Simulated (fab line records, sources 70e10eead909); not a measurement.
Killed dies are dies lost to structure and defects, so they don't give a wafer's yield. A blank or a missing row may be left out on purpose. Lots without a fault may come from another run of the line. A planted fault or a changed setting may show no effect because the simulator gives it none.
One fault seen from 2 desks | flow nand_harc | each desk has only its own numbers; what lay behind them comes last

THE METROLOGY DESK
What the gauges read, lot by lot, whatever tool the lot ran on: means of the sampled wafers that have a number. A lot is out of limits, marked OUT, if its mean lies more than 4 standard deviations from the usual mean; the brackets give that distance.
Columns: A = cd_nm at NHARC_THIN_TSV_CD_MEAS_12, usual 1001.5 nm
lot  | first seen here | A
L915 | day 25 11:29    | 1000.3
L914 | day 25 12:39    | 1001.7
L916 | day 25 13:52    | 1000.8
L917 | day 25 14:56    | 1002.8
L918 | day 25 16:08    | 1001.7
L920 | day 25 17:28    | 1001.3
L919 | day 26 23:43    | 1003.9
L921 | day 27 18:11    | 1002.8
L923 | day 27 22:40    | 1001.7
L926 | day 28 14:01    | 1002.4
L931 | day 30 14:49    | 999.5
L937 | day 33 22:31    | 1001.2
This desk's finding: nothing out of limits on any of the 12 lots.

THE TOOL OWNER'S DESK: rie_diel-08
The tool's own readings at NHARC_A_M1_ETCH_28 (etches the open film in CF4/N2, target depth 30 nm, time 72.99 s): means of the sampled wafers that have a number, for each lot that ran on this tool. A lot is out of limits, marked OUT, if its mean lies more than 4 standard deviations from the usual mean; the brackets give that distance.
Columns: A = drypump_motor_current_A at NHARC_A_M1_ETCH_28, usual 5.9 A; B = oes_product_au at NHARC_A_M1_ETCH_28, usual 0.996 a.u.; C = rf_vpp_V at NHARC_A_M1_ETCH_28, usual 313.7 V; D = showerhead_plenum_p_Torr at NHARC_A_M1_ETCH_28, usual 2.60 Torr; E = throttle_valve_pct at NHARC_A_M1_ETCH_28, usual 19.795 %
lot  | first seen here | A   | B     | C     | D    | E
L915 | day 23 06:07    | 6.0 | 1.006 | 313.3 | 2.62 | 19.792
L914 | day 23 09:15    | 6.2 | 1.004 | 312.8 | 2.56 | 19.788
L916 | day 24 08:56    | 5.7 | 1.011 | 314.7 | 2.63 | 19.794
L920 | day 24 19:35    | 6.0 | 0.993 | 312.5 | 2.52 | 19.789
L919 | day 26 04:49    | 6.3 | 0.988 | 313.9 | 2.56 | 19.785
L923 | day 27 02:41    | 6.0 | 0.994 | 313.2 | 2.56 | 19.793
L926 | day 27 19:12    | 6.3 | 0.994 | 313.2 | 2.56 | 19.800
This desk's finding: nothing out of limits on any of the 7 lots.

PUT TOGETHER
The metrology desk saw nothing out of limits.
The tool owner's desk saw nothing out of limits.

WHAT THE SIMULATOR HAD PUT IN
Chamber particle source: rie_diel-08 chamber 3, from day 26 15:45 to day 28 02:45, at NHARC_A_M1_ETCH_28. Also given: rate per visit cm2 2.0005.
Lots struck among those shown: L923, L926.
